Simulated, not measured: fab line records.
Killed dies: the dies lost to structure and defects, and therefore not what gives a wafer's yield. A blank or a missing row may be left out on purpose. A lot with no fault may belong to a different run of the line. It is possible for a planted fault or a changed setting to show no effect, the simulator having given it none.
Chamber matching    flow n5Finfet    3 sister chambers for N5_BEOL_M6_DEP_56 on pecvd-04
The step deposits SiCN from 3MS/NH3, target thk 10 nm, time 17.5 s. 6 wafers are shown with their chamber, then 9 later ones without.

WAFERS WITH THEIR CHAMBER
wafer   chamber  throttleValvePct (%)  showerheadPlenumPTorr (Torr)
L081.3  0        9.9                   3.666
L083.4  1        10.2                  3.660
L083.5  2        8.7                   3.674
L086.1  2        8.2                   3.675
L086.2  1        10.1                  3.673
L086.3  0        9.9                   3.664

WAFERS WHOSE CHAMBER IS MISSING
wafer   throttleValvePct (%)  showerheadPlenumPTorr (Torr)
L090.1  8.7                   3.671
L090.2  9.9                   3.667
L090.6  9.8                   3.664
L093.1  9.8                   3.655
L093.5  9.8                   3.662
L093.6  8.9                   3.679
L096.1  9.7                   3.670
L096.3  8.6                   3.668
L096.5  9.7                   3.670

WHICH CHAMBER EACH WENT THROUGH
wafer   from the rows above      in truth
L090.1  2                        2
L090.2  can't be placed: 0 or 1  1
L090.6  can't be placed: 0 or 1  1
L093.1  can't be placed: 0 or 1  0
L093.5  can't be placed: 0 or 1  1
L093.6  2                        2
L096.1  can't be placed: 0 or 1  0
L096.3  2                        2
L096.5  can't be placed: 0 or 1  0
Correct placement for 3 of the 9. Not placeable from these rows: 6 (in 6, the candidates include the true chamber). Wrongly placed: 0.
How it was worked out, from the rows above alone: a wafer's distance from a chamber is the root of the sum, over the readings, of the square of ((its reading less the chamber's mean) divided by the reading's scatter). If the next closest chamber is less than 2 further off than the closest, the wafer can't be placed; otherwise it belongs to the closest. For every chamber, the mean is computed from those of its wafers that are shown. The scatter: take each reading less its chamber's mean, square it, sum over the shown wafers, divide by the number of wafers less the number of chambers, and take the root.
